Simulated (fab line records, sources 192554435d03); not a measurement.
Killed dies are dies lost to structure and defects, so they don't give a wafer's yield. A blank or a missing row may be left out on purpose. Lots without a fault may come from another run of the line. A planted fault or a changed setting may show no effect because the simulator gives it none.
Which tool did it? | flow n5_finfet | 10 lots, 30 wafers sampled, at 3 steps of a route of 1938

WHAT THE GAUGES READ, wafer by wafer
N5_BEOL_M10_RS_MEAS_57: measures by four-point-probe.
lot  | measured     | on            | M10_RS (ohm/sq)
L783 | day 10 12:57 | film_metro-01 | 0.152 0.152 0.149
L785 | day 11 09:15 | film_metro-01 | 0.156 0.148 0.149
L786 | day 11 09:47 | film_metro-02 | 0.150 0.149 0.156
L787 | day 11 17:26 | film_metro-01 | 0.150 0.147 0.152
L788 | day 12 05:28 | film_metro-01 | 0.150 0.151 0.148
L792 | day 13 14:42 | film_metro-01 | 0.156 0.150 0.154
L793 | day 13 14:58 | film_metro-02 | 0.144 0.148 0.154
L796 | day 13 21:10 | film_metro-01 | 0.149 0.151 0.152
L800 | day 14 18:58 | film_metro-02 | 0.150 0.153 0.156
L799 | day 14 22:04 | film_metro-02 | 0.150 0.153 0.146

WHICH TOOL RAN EACH LOT (tool, then ch and the chambers of the sampled wafers, then the start)
lot  | N5_BEOL_M10_SURFACE_TREAT_76 | N5_BEOL_M10_ANNEAL_51
L783 | pvd_sputter-02, day 10 11:42 | rtp_anneal-01 ch 0, day 10 12:11
L785 | pvd_sputter-02, day 11 07:58 | rtp_anneal-01 ch 0, day 11 08:32
L786 | pvd_sputter-03, day 11 08:16 | rtp_anneal-01 ch 0, day 11 09:04
L787 | pvd_sputter-02, day 11 16:16 | rtp_anneal-02 ch 0, day 11 16:43
L788 | pvd_sputter-03, day 12 04:14 | rtp_anneal-01 ch 0, day 12 04:47
L792 | pvd_sputter-01, day 13 13:32 | rtp_anneal-02 ch 0, day 13 13:58
L793 | pvd_sputter-01, day 13 13:35 | rtp_anneal-02 ch 0, day 13 14:17
L796 | pvd_sputter-02, day 13 18:20 | rtp_anneal-01 ch 0, day 13 20:29
L800 | pvd_sputter-02, day 14 17:49 | rtp_anneal-02 ch 0, day 14 18:14
L799 | pvd_sputter-01, day 14 20:46 | rtp_anneal-01 ch 0, day 14 21:20
- N5_BEOL_M10_SURFACE_TREAT_76
- N5_BEOL_M10_ANNEAL_51: time 90 s.

THE ANSWER, worked out from the rows above alone
Rule: what is usual is taken from the lots themselves. Put in order of their means at a reading, lots are off if they are a third of the lots or fewer, leave a main group of 4 or more, and stand apart from it by a gap of 3 or more times the standard deviation of the main group's means; of several such gaps the widest counts. A main group whose means are all the same, to the digits that the tables above print for the reading, isn't used. A lot without any number at a reading at which 4 lots or more have one is off too. The other lots that the step has rows for count as sound.
No lot is off at any reading shown: from this, nothing can be told.

WHAT THE SIMULATOR HAD PUT IN
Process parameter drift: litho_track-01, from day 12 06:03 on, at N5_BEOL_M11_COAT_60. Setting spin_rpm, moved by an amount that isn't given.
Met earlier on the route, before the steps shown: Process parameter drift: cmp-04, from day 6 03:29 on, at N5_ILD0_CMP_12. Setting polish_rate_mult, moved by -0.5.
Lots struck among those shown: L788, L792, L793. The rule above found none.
